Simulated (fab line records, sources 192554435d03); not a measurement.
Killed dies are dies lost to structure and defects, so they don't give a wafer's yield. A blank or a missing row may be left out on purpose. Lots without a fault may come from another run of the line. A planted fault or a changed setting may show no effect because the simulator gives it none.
Which tool did it? | flow n5_finfet | 24 lots, 72 wafers sampled, at 5 steps of a route of 1938

WHAT THE GAUGES READ, wafer by wafer
N5_GATE_CUT_CD_MEAS_13: target cd 20 nm.
lot  | measured     | on        | cd_nm (nm)
L074 | day 4 16:14  | cd_sem-03 | 20.17 19.96 20.18
L075 | day 4 23:13  | cd_sem-02 | 19.77 19.81 19.80
L076 | day 5 14:42  | cd_sem-02 | 19.84 19.82 19.40
L077 | day 5 15:14  | cd_sem-03 | 19.72 19.87 20.07
L078 | day 5 20:14  | cd_sem-03 | 19.85 20.12 20.00
L079 | day 6 01:43  | cd_sem-01 | 19.77 20.19 20.18
L080 | day 6 03:07  | cd_sem-01 | 19.84 20.09 20.20
L081 | day 6 07:51  | cd_sem-01 | 20.20 20.07 20.19
L082 | day 6 14:59  | cd_sem-01 | 19.93 19.87 20.14
L083 | day 6 18:40  | cd_sem-02 | 20.10 19.82 19.94
L084 | day 7 01:04  | cd_sem-01 | 20.04 19.89 20.30
L085 | day 7 08:54  | cd_sem-03 | 19.34 19.99 19.14
L086 | day 7 13:03  | cd_sem-02 | 20.17 19.97 19.93
L087 | day 7 18:14  | cd_sem-03 | 19.71 19.77 19.76
L088 | day 7 23:04  | cd_sem-01 | 20.13 19.88 19.88
L089 | day 8 08:33  | cd_sem-01 | 19.78 19.83 20.21
L090 | day 8 19:25  | cd_sem-03 | 19.89 20.09 20.17
L091 | day 8 21:44  | cd_sem-01 | 20.03 20.05 19.80
L092 | day 9 04:31  | cd_sem-01 | 19.68 20.22 20.26
L093 | day 9 09:35  | cd_sem-01 | 19.84 19.81 19.60
L095 | day 9 18:20  | cd_sem-03 | 19.93 20.21 19.99
L094 | day 9 19:53  | cd_sem-02 | 19.89 20.12 20.17
L096 | day 10 02:00 | cd_sem-03 | 20.17 19.95 20.28
L097 | day 10 06:43 | cd_sem-03 | 19.53 20.10 19.73

N5_GATE_CUT_OVL_MEAS_14.
lot  | measured     | on         | GATE_CUT_OVL (nm)
L074 | day 4 16:16  | overlay-02 | 1.1 0.1 -0.6
L075 | day 4 23:14  | overlay-01 | -0.5 -0.7 -0.7
L076 | day 5 14:44  | overlay-01 | 2.0 0.6 0.7
L077 | day 5 15:16  | overlay-01 | 1.4 0.5 0.3
L078 | day 5 20:16  | overlay-02 | -0.3 -0.2 0.0
L079 | day 6 01:44  | overlay-02 | -1.6 -0.1 -0.7
L080 | day 6 03:09  | overlay-01 | 0.4 -0.6 -0.3
L081 | day 6 07:53  | overlay-01 | 0.4 0.7 0.2
L082 | day 6 15:02  | overlay-02 | -0.4 1.3 1.7
L083 | day 6 18:43  | overlay-01 | 0.6 -0.1 -1.8
L084 | day 7 01:06  | overlay-02 | 0.3 2.2 0.9
L085 | day 7 08:56  | overlay-01 | 0.4 0.7 0.3
L086 | day 7 13:05  | overlay-02 | 0.0 -0.3 0.4
L087 | day 7 18:16  | overlay-02 | 0.0 0.4 -0.2
L088 | day 7 23:05  | overlay-02 | 0.3 0.4 0.0
L089 | day 8 08:35  | overlay-02 | 0.3 1.2 1.3
L090 | day 8 19:26  | overlay-02 | 0.7 -0.9 0.5
L091 | day 8 21:46  | overlay-02 | 0.5 0.2 0.4
L092 | day 9 04:33  | overlay-01 | -0.7 -0.1 0.2
L093 | day 9 09:37  | overlay-02 | 0.6 0.0 -0.6
L095 | day 9 18:22  | overlay-01 | -1.2 -1.3 -0.4
L094 | day 9 19:55  | overlay-02 | 0.1 0.9 0.1
L096 | day 10 02:02 | overlay-02 | 0.4 0.7 0.9
L097 | day 10 06:45 | overlay-02 | 0.8 0.4 1.3

N5_MOL_CONTACT_COAG_INSPECT_10: inspects for defects (brightfield).
lot  | measured     | on                | raw_defect_count
L074 | day 4 20:21  | defect_inspect-02 | 99 73 93
L075 | day 5 04:46  | defect_inspect-01 | 25 59 42
L076 | day 5 18:40  | defect_inspect-01 | 39 49 34
L077 | day 5 19:31  | defect_inspect-02 | 73 66 62
L078 | day 6 00:14  | defect_inspect-01 | 61 61 57
L079 | day 6 05:52  | defect_inspect-01 | 70 61 81
L080 | day 6 07:23  | defect_inspect-02 | 54 57 51
L081 | day 6 12:00  | defect_inspect-02 | 63 47 85
L082 | day 6 19:50  | defect_inspect-02 | 92 42 63
L083 | day 6 23:26  | defect_inspect-02 | 68 94 58
L084 | day 7 05:54  | defect_inspect-01 | 40 41 44
L085 | day 7 13:19  | defect_inspect-01 | 65 60 51
L086 | day 7 17:16  | defect_inspect-02 | 102 77 61
L087 | day 7 22:13  | defect_inspect-01 | 38 55 49
L088 | day 8 02:56  | defect_inspect-01 | 45 61 64
L089 | day 8 12:54  | defect_inspect-01 | 48 55 64
L090 | day 8 23:17  | defect_inspect-02 | 76 54 59
L091 | day 9 02:05  | defect_inspect-02 | 80 72 89
L092 | day 9 08:40  | defect_inspect-01 | 63 69 58
L093 | day 9 13:47  | defect_inspect-02 | 88 65 99
L095 | day 9 22:20  | defect_inspect-02 | 107 71 58
L094 | day 10 00:30 | defect_inspect-02 | 56 61 55
L096 | day 10 05:52 | defect_inspect-01 | 48 72 62
L097 | day 10 10:43 | defect_inspect-01 | 83 41 54

WHICH TOOL RAN EACH LOT (tool, then ch and the chambers of the sampled wafers, then the start)
lot  | N5_HKMG_FIN_CMP_94           | N5_GATE_CUT_STRIP_42
L074 | cmp-01 ch 0,1,2, day 4 12:28 | rie_diel-02 ch 1,3, day 4 16:43
L075 | cmp-02 ch 0,1,2, day 4 19:27 | rie_diel-03 ch 0,3, day 4 23:35
L076 | cmp-02 ch 1,2,3, day 4 21:34 | rie_diel-03 ch 1,2,3, day 5 15:05
L077 | cmp-04 ch 1,2,3, day 5 10:58 | rie_diel-03 ch 0,1,3, day 5 15:36
L078 | cmp-02 ch 1,2, day 5 15:21   | rie_diel-03 ch 1,2, day 5 20:37
L079 | cmp-01 ch 0,1,2, day 5 21:54 | rie_diel-04 ch 0,1,3, day 6 02:05
L080 | cmp-02 ch 1,2,3, day 5 23:17 | rie_diel-03 ch 0,1,2, day 6 03:29
L081 | cmp-04 ch 0,2, day 6 03:50   | rie_diel-04 ch 0,1,3, day 6 08:20
L082 | cmp-02 ch 0,2, day 6 10:56   | rie_diel-04 ch 2,3, day 6 15:22
L083 | cmp-02 ch 0,1,3, day 6 14:46 | rie_diel-04 ch 1,3, day 6 19:04
L084 | cmp-04 ch 0,2,3, day 6 20:20 | rie_diel-04 ch 0,1,2, day 7 01:28
L085 | cmp-01 ch 2,3, day 7 04:58   | rie_diel-03 ch 0,1, day 7 09:40
L086 | cmp-04 ch 0,1,3, day 7 09:01 | rie_diel-03 ch 0,2,3, day 7 13:38
L087 | cmp-01 ch 2,3, day 7 14:01   | rie_diel-02 ch 0,1,3, day 7 18:42
L088 | cmp-01 ch 0,1,2, day 7 19:01 | rie_diel-04 ch 1,2, day 7 23:26
L089 | cmp-04 ch 1,2,3, day 8 04:35 | rie_diel-02 ch 0,1,3, day 8 09:01
L090 | cmp-01 ch 0,2,3, day 8 15:28 | rie_diel-03 ch 1,2,3, day 8 19:47
L091 | cmp-02 ch 2,3, day 8 16:46   | rie_diel-03 ch 0,3, day 8 22:06
L092 | cmp-01 ch 0,1,3, day 9 00:43 | rie_diel-04 ch 1,2, day 9 05:08
L093 | cmp-01 ch 1,2,3, day 9 05:24 | rie_diel-03 ch 1,2,3, day 9 09:57
L095 | cmp-01 ch 0,3, day 9 14:26   | rie_diel-03 ch 0,2, day 9 18:42
L094 | cmp-04 ch 1,2,3, day 9 15:32 | rie_diel-04 ch 1,2, day 9 20:50
L096 | cmp-01 ch 0,2, day 9 21:53   | rie_diel-03 ch 0,1, day 10 02:22
L097 | cmp-02 ch 1,2, day 10 02:44  | rie_diel-02 ch 1,2, day 10 07:12
- N5_HKMG_FIN_CMP_94: polishes, stops on SiNx, t overpolish 4.7 s, target thk 43.299 nm.
- N5_GATE_CUT_STRIP_42: strips in O2.

WHAT THE TOOLS THEMSELVES READ (means of the sampled wafers that have a number; where no wafer has one, the mark that the record gives instead)
N5_HKMG_FIN_CMP_94.
lot  | tool   | motor_current_A (A)
L074 | cmp-01 | 11.6
L075 | cmp-02 | 13.2
L076 | cmp-02 | 12.7
L077 | cmp-04 | 12.0
L078 | cmp-02 | 12.5
L079 | cmp-01 | 11.4
L080 | cmp-02 | 12.6
L081 | cmp-04 | 11.1
L082 | cmp-02 | 14.3
L083 | cmp-02 | 12.4
L084 | cmp-04 | 11.2
L085 | cmp-01 | 11.3
L086 | cmp-04 | 11.1
L087 | cmp-01 | 11.7
L088 | cmp-01 | 11.3
L089 | cmp-04 | 12.4
L090 | cmp-01 | 11.5
L091 | cmp-02 | 12.3
L092 | cmp-01 | 11.5
L093 | cmp-01 | 11.0
L095 | cmp-01 | 11.0
L094 | cmp-04 | 12.3
L096 | cmp-01 | 12.3
L097 | cmp-02 | 12.6

N5_GATE_CUT_STRIP_42.
lot  | tool        | drypump_motor_current_A (A) | oes_product_au (a.u.) | rf_vpp_V (V) | showerhead_plenum_p_Torr (Torr) | throttle_valve_pct (%)
L074 | rie_diel-02 | 5.8                         | 0.93                  | 3.8          | 2.15                            | 16.24
L075 | rie_diel-03 | 5.7                         | 0.88                  | 3.5          | 2.19                            | 16.45
L076 | rie_diel-03 | 5.5                         | 0.83                  | 3.8          | 2.13                            | 16.65
L077 | rie_diel-03 | 5.8                         | 0.82                  | 3.7          | 2.12                            | 16.59
L078 | rie_diel-03 | 5.7                         | 0.78                  | 4.1          | 2.05                            | 16.80
L079 | rie_diel-04 | 5.9                         | 0.74                  | 3.7          | 2.14                            | 16.63
L080 | rie_diel-03 | 5.6                         | 0.79                  | 3.8          | 2.08                            | 16.76
L081 | rie_diel-04 | 5.9                         | 0.73                  | 3.5          | 2.14                            | 16.64
L082 | rie_diel-04 | 5.7                         | 0.71                  | 4.1          | 2.17                            | 16.72
L083 | rie_diel-04 | 6.1                         | 0.73                  | 4.0          | 2.17                            | 16.43
L084 | rie_diel-04 | 5.9                         | 0.74                  | 3.4          | 2.15                            | 16.81
L085 | rie_diel-03 | 5.9                         | 0.76                  | 3.5          | 2.07                            | 16.74
L086 | rie_diel-03 | 5.5                         | 0.82                  | 3.3          | 2.15                            | 16.64
L087 | rie_diel-02 | 5.7                         | 0.83                  | 3.6          | 2.14                            | 16.56
L088 | rie_diel-04 | 6.1                         | 0.74                  | 3.4          | 2.18                            | 16.62
L089 | rie_diel-02 | 5.7                         | 0.82                  | 4.4          | 2.13                            | 16.56
L090 | rie_diel-03 | 5.5                         | 0.80                  | 3.4          | 2.12                            | 16.69
L091 | rie_diel-03 | 5.7                         | 0.83                  | 3.5          | 2.18                            | 16.51
L092 | rie_diel-04 | 6.1                         | 0.73                  | 3.8          | 2.17                            | 16.63
L093 | rie_diel-03 | 5.6                         | 0.80                  | 3.9          | 2.12                            | 16.71
L095 | rie_diel-03 | 5.6                         | 0.76                  | 3.2          | 2.10                            | 16.77
L094 | rie_diel-04 | 6.1                         | 0.72                  | 3.7          | 2.17                            | 16.64
L096 | rie_diel-03 | 5.9                         | 0.74                  | 4.0          | 2.06                            | 16.76
L097 | rie_diel-02 | 5.8                         | 0.85                  | 3.7          | 2.11                            | 16.17

THE ANSWER, worked out from the rows above alone
Rule: what is usual is taken from the lots themselves. Put in order of their means at a reading, lots are off if they are a third of the lots or fewer, leave a main group of 4 or more, and stand apart from it by a gap of 3 or more times the standard deviation of the main group's means; of several such gaps the widest counts. A main group whose means are all the same, to the digits that the tables above print for the reading, isn't used. A lot without any number at a reading at which 4 lots or more have one is off too. The other lots that the step has rows for count as sound. The gauges are gone through in route order, then the tools' own readings, and for those a lot's mean is taken as printed above. The first step at which some lot is off is used, and at that step the reading that is off furthest; a lot without a number counts as furthest.
No lot is off at any reading shown: from this, nothing can be told.

WHAT THE SIMULATOR HAD PUT IN
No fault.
